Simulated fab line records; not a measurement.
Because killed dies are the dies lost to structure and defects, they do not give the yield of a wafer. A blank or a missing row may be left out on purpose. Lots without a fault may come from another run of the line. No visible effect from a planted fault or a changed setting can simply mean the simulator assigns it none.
The tool behind it: which one? | flow n5-finfet | 24 lots, 72 wafers sampled, at 1 step of a route of 1938

== WHAT THE GAUGES SHOWED, per wafer ==
N5_BEOL_M4_OCD_MEAS_38. Usual: trench-depth-nm at 56.0 nm, with a standard deviation of 1.3.
lot  | measured     | on     | trench-depth-nm (nm) | flag
L074 | day 7 08:14  | ocd-02 | 57.5 55.3 56.9       |
L075 | day 7 21:26  | ocd-02 | 56.3 57.4 57.5       |
L078 | day 8 07:44  | ocd-01 | 54.5 54.1 55.6       |
L076 | day 8 08:31  | ocd-02 | 57.9 57.6 57.2       |
L077 | day 8 08:39  | ocd-02 | 54.0 54.5 56.1       |
L079 | day 8 13:13  | ocd-02 | 57.1 56.8 55.6       |
L080 | day 9 02:04  | ocd-01 | 55.0 55.5 55.3       |
L081 | day 9 11:20  | ocd-01 | 55.0 53.9 54.8       |
L083 | day 9 12:26  | ocd-01 | 55.7 55.0 55.0       |
L082 | day 9 16:08  | ocd-02 | 57.1 55.7 57.5       |
L084 | day 9 18:59  | ocd-01 | 56.7 58.4 58.3       |
L085 | day 10 17:28 | ocd-01 | 57.8 57.4 57.2       |
L086 | day 10 20:28 | ocd-01 | 56.9 58.0 56.5       |
L087 | day 10 20:35 | ocd-01 | 56.6 55.9 56.8       |
L088 | day 11 02:23 | ocd-01 | 54.1 55.4 54.7       |
L089 | day 11 03:10 | ocd-01 | 53.8 55.6 56.5       |
L090 | day 11 16:25 | ocd-01 | 58.0 57.3 57.6       |
L092 | day 12 00:16 | ocd-02 | 55.3 55.0 54.4       |
L091 | day 12 01:01 | ocd-02 | 55.3 54.9 54.8       |
L093 | day 12 07:46 | ocd-01 | 55.0 56.6 57.2       |
L095 | day 12 18:39 | ocd-02 | 55.5 56.8 56.5       |
L094 | day 13 02:36 | ocd-02 | 56.9 57.1 58.0       |
L096 | day 13 03:03 | ocd-01 | 55.9 54.6 54.7       |
L097 | day 13 22:22 | ocd-02 | 54.5 55.6 54.6       |

== WHICH TOOL RAN EACH LOT (tool, then ch and the chambers of the sampled wafers, then the start) ==
The record shows no process step preceding these readings.

== WHAT THE TOOLS THEMSELVES READ (means of the sampled wafers that have a number; where no wafer has one, the mark that the record gives instead) ==
The record holds no such reading with a usual standard deviation.

== THE ANSWER, worked out from the rows above alone ==
Rule: a lot is off if the mean of its wafers that have a number lies more than 3 standard deviations from the usual mean. A lot without any number at a reading at which 4 lots or more have one is off too. All remaining lots with rows at the step are treated as sound. After the gauges, taken in route order, come the tools' own readings; for these a lot's mean is taken, as printed above. At the first step where some lot is off, the reading lying furthest off is the one used; lots without a number count as furthest.
Across all readings shown, no lot is off: no conclusion can be drawn from this.

== WHAT HAD BEEN PUT IN BY THE SIMULATOR ==
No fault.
